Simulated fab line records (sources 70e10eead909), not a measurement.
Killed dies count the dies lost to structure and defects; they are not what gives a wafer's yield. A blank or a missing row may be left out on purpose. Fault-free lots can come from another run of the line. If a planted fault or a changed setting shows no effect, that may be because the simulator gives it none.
Which tool is to blame? || flow nandHarc || 39 wafers from 13 lots sampled at 6 of the route's 1159 steps

## WHAT THE GAUGES READ, wafer by wafer
NHARC_P_ZERO_WELL_CD_MEAS_24: the cd target is 720 nm. Usual: 719.3 nm for cdNm, sd 2.9.
{"lot": "L493", "measured": "day 1 14:38", "on": "cdSem-03", "cdNm (nm)": "717.8 718.2 721.8", "flag": ""}
{"lot": "L494", "measured": "day 1 20:37", "on": "cdSem-02", "cdNm (nm)": "718.3 716.4 721.5", "flag": ""}
{"lot": "L495", "measured": "day 2 02:28", "on": "cdSem-02", "cdNm (nm)": "720.4 725.8 722.8", "flag": ""}
{"lot": "L498", "measured": "day 2 20:37", "on": "cdSem-02", "cdNm (nm)": "720.8 721.3 724.9", "flag": ""}
{"lot": "L500", "measured": "day 3 08:35", "on": "cdSem-01", "cdNm (nm)": "- - -", "flag": "OFF"}
{"lot": "L502", "measured": "day 3 20:35", "on": "cdSem-01", "cdNm (nm)": "718.2 716.5 721.3", "flag": ""}
{"lot": "L507", "measured": "day 5 02:30", "on": "cdSem-02", "cdNm (nm)": "720.3 722.2 723.9", "flag": ""}
{"lot": "L509", "measured": "day 5 14:20", "on": "cdSem-01", "cdNm (nm)": "721.8 723.5 720.7", "flag": ""}
{"lot": "L512", "measured": "day 6 08:39", "on": "cdSem-03", "cdNm (nm)": "719.7 717.2 717.0", "flag": ""}
{"lot": "L513", "measured": "day 6 14:30", "on": "cdSem-02", "cdNm (nm)": "716.3 719.2 716.7", "flag": ""}
{"lot": "L514", "measured": "day 6 20:36", "on": "cdSem-01", "cdNm (nm)": "724.6 719.4 719.3", "flag": ""}
{"lot": "L515", "measured": "day 7 02:28", "on": "cdSem-01", "cdNm (nm)": "717.4 722.8 723.4", "flag": ""}
{"lot": "L516", "measured": "day 7 08:29", "on": "cdSem-01", "cdNm (nm)": "725.4 723.8 724.1", "flag": ""}

NHARC_P_STI_OVL_MEAS_10. Usual: overlayXNm -1 nm, standard deviation 5.8; overlayYNm 1 nm, standard deviation 6.3.
{"lot": "L493", "measured": "day 2 07:31", "on": "overlay-01", "overlayXNm (nm)": "-3 -3 -3", "overlayYNm (nm)": "-6 -5 -6", "flag": ""}
{"lot": "L494", "measured": "day 2 19:31", "on": "overlay-02", "overlayXNm (nm)": "-6 -6 -6", "overlayYNm (nm)": "-12 -12 -12", "flag": ""}
{"lot": "L495", "measured": "day 2 19:21", "on": "overlay-01", "overlayXNm (nm)": "-2 -1 -2", "overlayYNm (nm)": "2 2 2", "flag": ""}
{"lot": "L498", "measured": "day 3 17:12", "on": "overlay-02", "overlayXNm (nm)": "6 7 7", "overlayYNm (nm)": "4 4 4", "flag": ""}
{"lot": "L502", "measured": "day 4 17:05", "on": "overlay-01", "overlayXNm (nm)": "-5 -5 -5", "overlayYNm (nm)": "4 4 4", "flag": ""}
{"lot": "L507", "measured": "day 6 01:50", "on": "overlay-02", "overlayXNm (nm)": "-5 -5 -4", "overlayYNm (nm)": "-7 -7 -6", "flag": ""}
{"lot": "L509", "measured": "day 6 11:11", "on": "overlay-02", "overlayXNm (nm)": "-12 -12 -12", "overlayYNm (nm)": "-1 0 -1", "flag": ""}
{"lot": "L512", "measured": "day 7 08:33", "on": "overlay-01", "overlayXNm (nm)": "3 3 2", "overlayYNm (nm)": "9 10 9", "flag": ""}
{"lot": "L513", "measured": "day 7 08:35", "on": "overlay-02", "overlayXNm (nm)": "8 8 8", "overlayYNm (nm)": "4 3 3", "flag": ""}
{"lot": "L514", "measured": "day 7 17:27", "on": "overlay-01", "overlayXNm (nm)": "-1 -1 -1", "overlayYNm (nm)": "-9 -9 -10", "flag": ""}
{"lot": "L515", "measured": "day 7 22:53", "on": "overlay-02", "overlayXNm (nm)": "-3 -3 -3", "overlayYNm (nm)": "7 7 7", "flag": ""}
{"lot": "L516", "measured": "day 8 04:56", "on": "overlay-01", "overlayXNm (nm)": "-4 -4 -4", "overlayYNm (nm)": "-7 -7 -7", "flag": ""}

NHARC_P_STI_OCD_MEAS_43. Usual: trenchDepthNm 300 nm, standard deviation 5.4; trenchFootCdNm 157.7 nm, standard deviation 2.7.
{"lot": "L493", "measured": "day 2 08:54", "on": "ocd-01", "trenchDepthNm (nm)": "304 297 304", "trenchFootCdNm (nm)": "161.6 158.2 158.1", "flag": ""}
{"lot": "L494", "measured": "day 2 20:44", "on": "ocd-02", "trenchDepthNm (nm)": "300 295 304", "trenchFootCdNm (nm)": "159.9 154.3 156.6", "flag": ""}
{"lot": "L495", "measured": "day 2 20:34", "on": "ocd-01", "trenchDepthNm (nm)": "304 293 305", "trenchFootCdNm (nm)": "158.5 157.6 154.1", "flag": ""}
{"lot": "L498", "measured": "day 3 18:28", "on": "ocd-01", "trenchDepthNm (nm)": "293 298 301", "trenchFootCdNm (nm)": "157.4 158.4 157.6", "flag": ""}
{"lot": "L502", "measured": "day 4 18:19", "on": "ocd-01", "trenchDepthNm (nm)": "302 300 303", "trenchFootCdNm (nm)": "163.0 158.3 163.0", "flag": ""}
{"lot": "L507", "measured": "day 6 03:03", "on": "ocd-01", "trenchDepthNm (nm)": "298 298 297", "trenchFootCdNm (nm)": "156.2 157.3 155.5", "flag": ""}
{"lot": "L509", "measured": "day 6 12:25", "on": "ocd-02", "trenchDepthNm (nm)": "298 306 308", "trenchFootCdNm (nm)": "156.1 153.7 154.9", "flag": ""}
{"lot": "L512", "measured": "day 7 09:45", "on": "ocd-01", "trenchDepthNm (nm)": "296 302 301", "trenchFootCdNm (nm)": "160.5 156.4 159.5", "flag": ""}
{"lot": "L513", "measured": "day 7 09:47", "on": "ocd-02", "trenchDepthNm (nm)": "294 298 292", "trenchFootCdNm (nm)": "155.5 154.4 156.5", "flag": ""}
{"lot": "L514", "measured": "day 7 18:40", "on": "ocd-01", "trenchDepthNm (nm)": "297 297 298", "trenchFootCdNm (nm)": "161.5 158.7 159.0", "flag": ""}
{"lot": "L515", "measured": "day 8 00:06", "on": "ocd-02", "trenchDepthNm (nm)": "299 303 295", "trenchFootCdNm (nm)": "158.2 153.6 157.6", "flag": ""}
{"lot": "L516", "measured": "day 8 06:08", "on": "ocd-02", "trenchDepthNm (nm)": "297 304 302", "trenchFootCdNm (nm)": "159.7 156.9 156.6", "flag": ""}

NHARC_END_SORT_01. Usual: killedAtArray 25, standard deviation 7.8; killedAtOther 0.6, standard deviation 0.81; killedAtPeriphery 3.3, standard deviation 2.2; killedDies 29, standard deviation 8.2; killedOpen 3.5, standard deviation 1.9; killedShort 1.8, standard deviation 1.3.
{"lot": "L500", "measured": "day 21 11:04", "on": "prober-02", "killedAtArray": "21 35 24", "killedAtOther": "3 1 0", "killedAtPeriphery": "653 641 653", "killedDies": "677 677 677", "killedOpen": "4 7 2", "killedShort": "2 3 3", "flag": "OFF"}

## WHAT TOOL EACH LOT RAN ON (gives the tool, then ch and the chambers of the sampled wafers, and finally the start)
{"lot": "L493", "NHARC_P_ZERO_WELL_EXPOSE_21": "krfScanner-02 ch 0, day 1 14:29", "NHARC_P_ZERO_WELL_DESCUM_39": "rieDiel-10 ch 0,1, day 1 16:19"}
{"lot": "L494", "NHARC_P_ZERO_WELL_EXPOSE_21": "krfScanner-04 ch 0, day 1 20:27", "NHARC_P_ZERO_WELL_DESCUM_39": "rieDiel-11 ch 0,1, day 1 22:26"}
{"lot": "L495", "NHARC_P_ZERO_WELL_EXPOSE_21": "krfScanner-01 ch 0, day 2 02:19", "NHARC_P_ZERO_WELL_DESCUM_39": "rieDiel-11 ch 0,2,3, day 2 04:08"}
{"lot": "L498", "NHARC_P_ZERO_WELL_EXPOSE_21": "krfScanner-02 ch 0, day 2 20:27", "NHARC_P_ZERO_WELL_DESCUM_39": "rieDiel-11 ch 1,2,3, day 2 22:25"}
{"lot": "L500", "NHARC_P_ZERO_WELL_EXPOSE_21": "krfScanner-02 ch 0, day 3 08:26", "NHARC_P_ZERO_WELL_DESCUM_39": "rieDiel-11 ch 1,2,3, day 3 10:16"}
{"lot": "L502", "NHARC_P_ZERO_WELL_EXPOSE_21": "krfScanner-02 ch 0, day 3 20:26", "NHARC_P_ZERO_WELL_DESCUM_39": "rieDiel-03 ch 0,1,3, day 3 22:18"}
{"lot": "L507", "NHARC_P_ZERO_WELL_EXPOSE_21": "krfScanner-04 ch 0, day 5 02:20", "NHARC_P_ZERO_WELL_DESCUM_39": "rieDiel-11 ch 0,1, day 5 04:19"}
{"lot": "L509", "NHARC_P_ZERO_WELL_EXPOSE_21": "krfScanner-01 ch 0, day 5 14:11", "NHARC_P_ZERO_WELL_DESCUM_39": "rieDiel-11 ch 0,1, day 5 16:08"}
{"lot": "L512", "NHARC_P_ZERO_WELL_EXPOSE_21": "krfScanner-01 ch 0, day 6 08:29", "NHARC_P_ZERO_WELL_DESCUM_39": "rieDiel-11 ch 0,1, day 6 10:30"}
{"lot": "L513", "NHARC_P_ZERO_WELL_EXPOSE_21": "krfScanner-02 ch 0, day 6 14:21", "NHARC_P_ZERO_WELL_DESCUM_39": "rieDiel-10 ch 1,2,3, day 6 16:14"}
{"lot": "L514", "NHARC_P_ZERO_WELL_EXPOSE_21": "krfScanner-01 ch 0, day 6 20:26", "NHARC_P_ZERO_WELL_DESCUM_39": "rieDiel-03 ch 1,3, day 6 22:23"}
{"lot": "L515", "NHARC_P_ZERO_WELL_EXPOSE_21": "krfScanner-01 ch 0, day 7 02:18", "NHARC_P_ZERO_WELL_DESCUM_39": "rieDiel-10 ch 0,3, day 7 04:16"}
{"lot": "L516", "NHARC_P_ZERO_WELL_EXPOSE_21": "krfScanner-01 ch 0, day 7 08:20", "NHARC_P_ZERO_WELL_DESCUM_39": "rieDiel-03 ch 1,3, day 7 10:16"}
- NHARC_P_ZERO_WELL_EXPOSE_21: exposes mask P NWELL, target cd 720 nm.
- NHARC_P_ZERO_WELL_DESCUM_39: chemistry O2, time 3 s.

## WHAT THE TOOLS THEMSELVES READ (means of the sampled wafers that have a number; where no wafer has one, the mark that the record gives instead)
NHARC_P_ZERO_WELL_DESCUM_39. Usual: drypumpMotorCurrentA 5.8 A, standard deviation 0.58; mfcArSccm 0.006 sccm, standard deviation 0.0091; oesProductAu 1.000 a.u., standard deviation 0.014; rfVppV 57.9 V, standard deviation 1; showerheadPlenumPTorr 1.94 Torr, standard deviation 0.084; throttleValvePct 11.312 %, standard deviation 0.0084.
{"lot": "L493", "tool": "rieDiel-10", "drypumpMotorCurrentA (A)": 5.8, "mfcArSccm (sccm)": 0.000, "oesProductAu (a.u.)": 1.004, "rfVppV (V)": 56.5, "showerheadPlenumPTorr (Torr)": 1.85, "throttleValvePct (%)": 11.309, "flag": ""}
{"lot": "L494", "tool": "rieDiel-11", "drypumpMotorCurrentA (A)": 5.2, "mfcArSccm (sccm)": 0.009, "oesProductAu (a.u.)": 1.002, "rfVppV (V)": 58.5, "showerheadPlenumPTorr (Torr)": 2.02, "throttleValvePct (%)": 11.308, "flag": ""}
{"lot": "L495", "tool": "rieDiel-11", "drypumpMotorCurrentA (A)": 6.0, "mfcArSccm (sccm)": 0.007, "oesProductAu (a.u.)": 0.999, "rfVppV (V)": 58.7, "showerheadPlenumPTorr (Torr)": 1.99, "throttleValvePct (%)": 11.313, "flag": ""}
{"lot": "L498", "tool": "rieDiel-11", "drypumpMotorCurrentA (A)": 6.3, "mfcArSccm (sccm)": 0.003, "oesProductAu (a.u.)": 0.995, "rfVppV (V)": 57.8, "showerheadPlenumPTorr (Torr)": 1.97, "throttleValvePct (%)": 11.314, "flag": ""}
{"lot": "L500", "tool": "rieDiel-11", "drypumpMotorCurrentA (A)": 6.3, "mfcArSccm (sccm)": 0.003, "oesProductAu (a.u.)": 0.998, "rfVppV (V)": 57.9, "showerheadPlenumPTorr (Torr)": 1.97, "throttleValvePct (%)": 11.311, "flag": ""}
{"lot": "L502", "tool": "rieDiel-03", "drypumpMotorCurrentA (A)": 6.0, "mfcArSccm (sccm)": 0.008, "oesProductAu (a.u.)": 1.022, "rfVppV (V)": 58.5, "showerheadPlenumPTorr (Torr)": 1.92, "throttleValvePct (%)": 11.309, "flag": ""}
{"lot": "L507", "tool": "rieDiel-11", "drypumpMotorCurrentA (A)": 5.2, "mfcArSccm (sccm)": 0.009, "oesProductAu (a.u.)": 0.995, "rfVppV (V)": 57.9, "showerheadPlenumPTorr (Torr)": 2.02, "throttleValvePct (%)": 11.310, "flag": ""}
{"lot": "L509", "tool": "rieDiel-11", "drypumpMotorCurrentA (A)": 5.2, "mfcArSccm (sccm)": 0.009, "oesProductAu (a.u.)": 0.998, "rfVppV (V)": 58.9, "showerheadPlenumPTorr (Torr)": 2.02, "throttleValvePct (%)": 11.304, "flag": ""}
{"lot": "L512", "tool": "rieDiel-11", "drypumpMotorCurrentA (A)": 5.2, "mfcArSccm (sccm)": 0.009, "oesProductAu (a.u.)": 0.991, "rfVppV (V)": 58.9, "showerheadPlenumPTorr (Torr)": 2.02, "throttleValvePct (%)": 11.315, "flag": ""}
{"lot": "L513", "tool": "rieDiel-10", "drypumpMotorCurrentA (A)": 5.3, "mfcArSccm (sccm)": 0.004, "oesProductAu (a.u.)": 0.983, "rfVppV (V)": 57.9, "showerheadPlenumPTorr (Torr)": 1.91, "throttleValvePct (%)": 11.309, "flag": ""}
{"lot": "L514", "tool": "rieDiel-03", "drypumpMotorCurrentA (A)": 6.2, "mfcArSccm (sccm)": 0.000, "oesProductAu (a.u.)": 1.007, "rfVppV (V)": 57.5, "showerheadPlenumPTorr (Torr)": 1.84, "throttleValvePct (%)": 11.311, "flag": ""}
{"lot": "L515", "tool": "rieDiel-10", "drypumpMotorCurrentA (A)": 5.5, "mfcArSccm (sccm)": 0.000, "oesProductAu (a.u.)": 1.005, "rfVppV (V)": 58.0, "showerheadPlenumPTorr (Torr)": 1.92, "throttleValvePct (%)": 11.316, "flag": ""}
{"lot": "L516", "tool": "rieDiel-03", "drypumpMotorCurrentA (A)": 6.2, "mfcArSccm (sccm)": 0.000, "oesProductAu (a.u.)": 1.007, "rfVppV (V)": 56.9, "showerheadPlenumPTorr (Torr)": 1.84, "throttleValvePct (%)": 11.313, "flag": ""}

## THE ANSWER, worked out from the rows above alone
Rule: a lot counts as off when the mean over its wafers that have a number is more than 3 standard deviations away from the usual mean. Also off: a lot with no number at a reading for which 4 or more lots have one. The other lots that the step has rows for count as sound. The gauges are gone through in route order, then the tools' own readings, and for those a lot's mean is taken as printed above. The first step at which some lot is off is used, and at that step the reading that is off furthest; a lot without a number counts as furthest.
Off: L500, at NHARC_P_ZERO_WELL_CD_MEAS_24 (cdNm). Without a number there: L500.
If a tool, at a process step before that reading, ran all the lots that are off and no sound lot after the first of them, it fits. The gauges at NHARC_P_ZERO_WELL_CD_MEAS_24 aren't tried: what is off there is off at NHARC_END_SORT_01 too, on other tools, and a gauge's error can't cause that. Not one of the candidates tried fits.

## WHAT HAD BEEN PUT IN BY THE SIMULATOR
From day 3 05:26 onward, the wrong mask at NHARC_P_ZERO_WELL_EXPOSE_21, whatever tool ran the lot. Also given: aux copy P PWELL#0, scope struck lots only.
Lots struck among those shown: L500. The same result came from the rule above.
